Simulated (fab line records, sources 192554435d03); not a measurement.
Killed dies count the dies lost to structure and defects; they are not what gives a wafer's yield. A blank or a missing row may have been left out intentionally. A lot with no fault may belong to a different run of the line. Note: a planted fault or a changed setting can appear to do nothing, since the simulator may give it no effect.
A struck lot beside a sound one / flow n5-finfet / 16 out of 1938 route steps
Sound: wafers L826.1, L826.4, L826.6. Struck: wafer L835.3 (left out: L835.6, a lot-mate that was not struck); the cause follows at the end.
At each step with rows: each side's tool, then ch and its chambers, then its first start. Under that, the readings that differ: sound wafers / struck wafers / difference of the means / sigmas: that difference in standard deviations of wafers without a fault.
alike: same words and numbers on both sides, and readings whose means sit less than 2 such deviations apart. not compared: any withheld reading, any reading some wafer has no value for, any bound like >300 that may hide the same value, and any number with overlapping values for which the record gives no deviation.
A row with sigmas, a row that says differs or no value, or rows on one side alone: a step with any of these is where the two part. Non-overlapping numbers with no deviation appear without sigmas and do not part them. Lack of a reading on every wafer of one side parts them only where that side has two or more wafers.

N5_PMOS_HMC_CHANNEL_EPI_OVL_MEAS_10:
  sound on overlay-01 ch 0, day 2 12:38; struck on overlay-02 ch 0, day 4 17:36
reading=PMOS_HMC_BLK_OVL (nm); sound=0.1 0.4 -0.3; struck=-1.6; difference=-1.7; sigmas=-2
N5_PMOS_HMC_CHANNEL_EPI_INSPECT_11: inspects for defects (macro).
  struck on defect-inspect-01, day 4 17:38; sound on defect-inspect-01, day 2 12:39
  alike: raw-defect-count
N5_PMOS_HMC_CHANNEL_EPI_DESCUM_14: chemistry O2, time 7.9 s.
  sound on rie-diel-04 ch 0,1, day 2 12:41; struck on rie-diel-04 ch 1, day 4 17:53
  alike: drypump-motor-current-A, oes-product-au, rf-vpp-V, showerhead-plenum-p-Torr, throttle-valve-pct
  not compared: rf-hours-counter-h
N5_PMOS_HMC_CHANNEL_EPI_ETCH_32: etches BARC in N2/H2, stops on SiO2, target depth 85.8 nm, time 50.3 s.
  sound on rie-diel-04 ch 0,1, day 2 12:43; struck on rie-diel-04 ch 1, day 4 17:55
  alike: drypump-motor-current-A, oes-product-au, rf-vpp-V, showerhead-plenum-p-Torr, throttle-valve-pct
  not compared: rf-hours-counter-h
N5_PMOS_HMC_CHANNEL_EPI_HM_OPEN_15: chemistry CHF3/O2, target SiO2, target depth 40.6 nm, time 20.3 s.
  sound on rie-diel-04 ch 0,1, day 2 12:46; struck on rie-diel-04 ch 1, day 4 17:58
  alike: drypump-motor-current-A, oes-product-au, rf-vpp-V, showerhead-plenum-p-Torr, throttle-valve-pct
  not compared: rf-hours-counter-h
then, 2 steps without rows for these wafers: N5_PMOS_HMC_CHANNEL_EPI_STRIP_33 (strips in N2/H2); N5_PMOS_HMC_CHANNEL_EPI_STRIP_17 (strips in SPM, time 750 s).
N5_PMOS_HMC_CHANNEL_EPI_ETCH_38: etches SiO2 in CF4, target depth 1.5 nm.
  sound on rie-si-05 ch 0,1,3, day 2 13:07; struck on rie-si-03 ch 2, day 4 18:19
  alike: drypump-motor-current-A, he-backside-leak-sccm, oes-product-au, throttle-valve-pct
  not compared: rf-hours-counter-h
N5_PMOS_HMC_CHANNEL_EPI_FIN_RECESS_16: chemistry HBr/Cl2, target Si, target depth 54 nm, time 18 s.
  sound on rie-si-05 ch 0,1,3, day 2 13:08; struck on rie-si-03 ch 2, day 4 18:20
  alike: drypump-motor-current-A, he-backside-leak-sccm, oes-product-au, throttle-valve-pct
  not compared: rf-hours-counter-h
then, 3 steps without rows for these wafers: N5_PMOS_HMC_CHANNEL_EPI_PRECLEAN_36 (cleans in O3/DIW, time 45 s); N5_PMOS_HMC_CHANNEL_EPI_PRECLEAN_18 (cleans in DHF, time 30 s); N5_PMOS_HMC_CHANNEL_EPI_SRD_19 (time 30 s).
N5_PMOS_HMC_CHANNEL_EPI_EPI_20: deposits SiGe30, target thk 59 nm.
  sound on epi-rpcvd-04 ch 0, day 2 13:19; struck on epi-rpcvd-03 ch 0, day 4 18:55
reading=model.SiGe30_of_PMOS_HMC_CHANNEL_EPI_EPI_20.thk-nm (nm); sound=58.79 58.49 59.12; struck=84.68; difference=+25.88; sigmas=
  alike: lamp-inner-pct, susceptor_temp_C_max
N5_PMOS_HMC_CHANNEL_EPI_HM_STRIP_35: strips SiO2 in dHF, material SiO2, target depth 39.6 nm, time 216 s.
  sound on wet-bench-05 ch 2,3,5, day 2 14:58; struck on wet-bench-05 ch 1, day 4 19:46
reading=model.SiGe30_of_PMOS_HMC_CHANNEL_EPI_EPI_20.thk-nm (nm); sound=58.73 58.43 59.06; struck=84.62; difference=+25.88; sigmas=
then, 2 steps without rows for these wafers: N5_PMOS_HMC_CHANNEL_EPI_SRD_39 (time 30 s); N5_PASSIVATION_PROBE_49.

## WHERE THEY PART
At N5_PMOS_HMC_CHANNEL_EPI_OVL_MEAS_10 and nowhere else, as far as this record goes. Later steps at which nothing parts them and some readings are alike: N5_PMOS_HMC_CHANNEL_EPI_INSPECT_11, N5_PMOS_HMC_CHANNEL_EPI_DESCUM_14, N5_PMOS_HMC_CHANNEL_EPI_ETCH_32, N5_PMOS_HMC_CHANNEL_EPI_HM_OPEN_15, N5_PMOS_HMC_CHANNEL_EPI_ETCH_38, N5_PMOS_HMC_CHANNEL_EPI_FIN_RECESS_16, N5_PMOS_HMC_CHANNEL_EPI_EPI_20.

WHY: what had been put in by the simulator
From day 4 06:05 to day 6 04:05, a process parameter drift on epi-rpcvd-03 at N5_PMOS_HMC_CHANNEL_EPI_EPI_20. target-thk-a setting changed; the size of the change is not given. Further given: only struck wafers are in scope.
